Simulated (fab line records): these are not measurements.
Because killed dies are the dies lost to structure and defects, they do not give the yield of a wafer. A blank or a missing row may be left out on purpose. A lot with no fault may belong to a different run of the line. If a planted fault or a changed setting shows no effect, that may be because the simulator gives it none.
A struck lot beside a sound one :: flow n5Finfet :: 34 steps out of a route of 1938
Sound: the wafers L119.1, L119.2, L119.4. Struck: wafer L129.3 (left out: L129.1, L129.4 of the same lot, which were not struck); the cause appears at the end.
Each step with rows lists, per side, the tool, then ch with its chambers, then its first start. Under that, the readings that differ: sound wafers :: struck wafers :: difference of the means :: sigmas: that difference in standard deviations of wafers without a fault.
alike: readings with means less than 2 such deviations apart, plus words and numbers identical on both sides. not compared: withheld readings, readings lacking a value on some wafer, bounds such as >300 that could conceal the same value, and numbers that have no deviation in the record and whose values overlap.
The two part at a step that has a row with sigmas, a row that says differs or no value, or rows on one side only. Numbers that don't overlap but have no deviation are shown without sigmas and don't part them. A reading missing from all wafers of one side parts the sides only when that side holds two or more wafers.

first, 8 steps without rows for these wafers: N5_BEOL_M7_ECD_50 (material Cu, target thk 300 nm); N5_BEOL_M7_ANNEAL_51 (time 90 s); N5_BEOL_M7_CMP_52 (polishes, stops on SiCOH lowk, t overpolish 6.9 s, target thk 80 nm); N5_BEOL_M7_PRE_CLEAN_55 (time 15 s); N5_BEOL_M7_DEP_56 (deposits SiCN from 3MS/NH3, target thk 10 nm, time 17.5 s); N5_BEOL_M8_ILD_DEP_00 (deposits SiCOH lowk from DEMS/porogen, target thk 179.75 nm, time 33.4 s); N5_BEOL_M8_CURE_74 (cures SiCOH lowk, time 240 s); N5_BEOL_M8_PECVD_70 (deposits SiO2 from TEOS/O2, target thk 20 nm, time 22.7 s).
N5_BEOL_M8_HM_DEP_02: deposits TiN, target thk 20 nm.
  sound: pvdSputter-02 at day 10 21:10; struck: pvdSputter-02 at day 13 08:11
  alike: throttleValvePct
then, 24 steps without rows for these wafers: N5_BEOL_M8_COAT_59 (time 60 s, resist thk 100 nm); N5_BEOL_M8_COAT_60 (time 60 s, resist thk 35 nm); N5_BEOL_M8_COAT_05 (resist thk 90 nm); N5_BEOL_M8_EBR_07; N5_BEOL_M8_SOFTBAKE_06 (time 60 s); N5_BEOL_M8_EXPOSE_08 (exposes mask M8); N5_BEOL_M8_PEB_09 (peb time 60 s); N5_BEOL_M8_DEVELOP_10 (develop time 30 s); N5_BEOL_M8_DESCUM_16 (chemistry O2, time 7.9 s); N5_BEOL_M8_ETCH_61 (etches SiARC in CF4, target depth 45.5 nm, time 75.8 s); N5_BEOL_M8_ETCH_62 (etches SOC in N2/H2, target depth 110 nm, overetch 22 nm, time 165 s); N5_BEOL_M8_STRIP_68 (strips in N2/H2); N5_BEOL_M8_STRIP_67 (strips in CF4); N5_BEOL_M8_HM_OPEN_17 (chemistry Cl2/BCl3, target TiN, target depth 20 nm, overetch 6 nm); N5_BEOL_M8_STRIP_19 (strips in O2); N5_BEOL_M8_COAT_63 (time 60 s, resist thk 60 nm); N5_BEOL_M8_COAT_64 (time 60 s, resist thk 12 nm); N5_BEOL_M8_COAT_71 (time 60 s, resist thk 5 nm); N5_BEOL_M8_COAT_22 (resist thk 30 nm); N5_BEOL_M8_EBR_24; N5_BEOL_M8_SOFTBAKE_23 (time 60 s); N5_BEOL_M8_EXPOSE_25 (exposes mask V7, target cd 40 nm); N5_BEOL_M8_PEB_26 (peb time 60 s); N5_BEOL_M8_DEVELOP_27 (develop time 30 s).
-- the record jumps here: 3 days lie between the struck wafers' starts before and after (it left off in module BEOL_M8 and takes up again in module PASSIVATION, whose first step shown is number 1936 of the route) --
N5_PASSIVATION_PROBE_49:
  sound: prober-01 at day 13 21:16; struck: prober-02 at day 16 09:32
reading: defectLimitedYield (%)
sound: 93.1 92.7 93.1
struck: 82.1
difference: -10.9
sigmas: -8

reading: killed_at_M4_up
sound: 7 5 14
struck: 134
difference: +125
sigmas: +22

reading: killedDies
sound: 82 86 82
struck: 211
difference: +128
sigmas: +8

reading: sort_bin_5_function (%)
sound: 4.1 3.9 4.1
struck: 12.2
difference: +8.2
sigmas: +9

reading: sort_bin_6_memory (%)
sound: 1.9 3.1 2.7
struck: 3.8
difference: +1.2
sigmas: +2

reading: sortNPass
sound: 1098 1094 1098
struck: 969
difference: -128
sigmas: -8

reading: sortYieldPct (%)
sound: 93.1 92.7 93.1
struck: 82.1
difference: -10.9
sigmas: -8
  alike: killed_at_M0_to_M3, killedAtContacts, killedAtFrontEnd, killedAtOther, killedOpen, killedShort

WHERE THEY PART
Only at N5_PASSIVATION_PROBE_49, as far as this record shows.

WHY: what had been put in by the simulator
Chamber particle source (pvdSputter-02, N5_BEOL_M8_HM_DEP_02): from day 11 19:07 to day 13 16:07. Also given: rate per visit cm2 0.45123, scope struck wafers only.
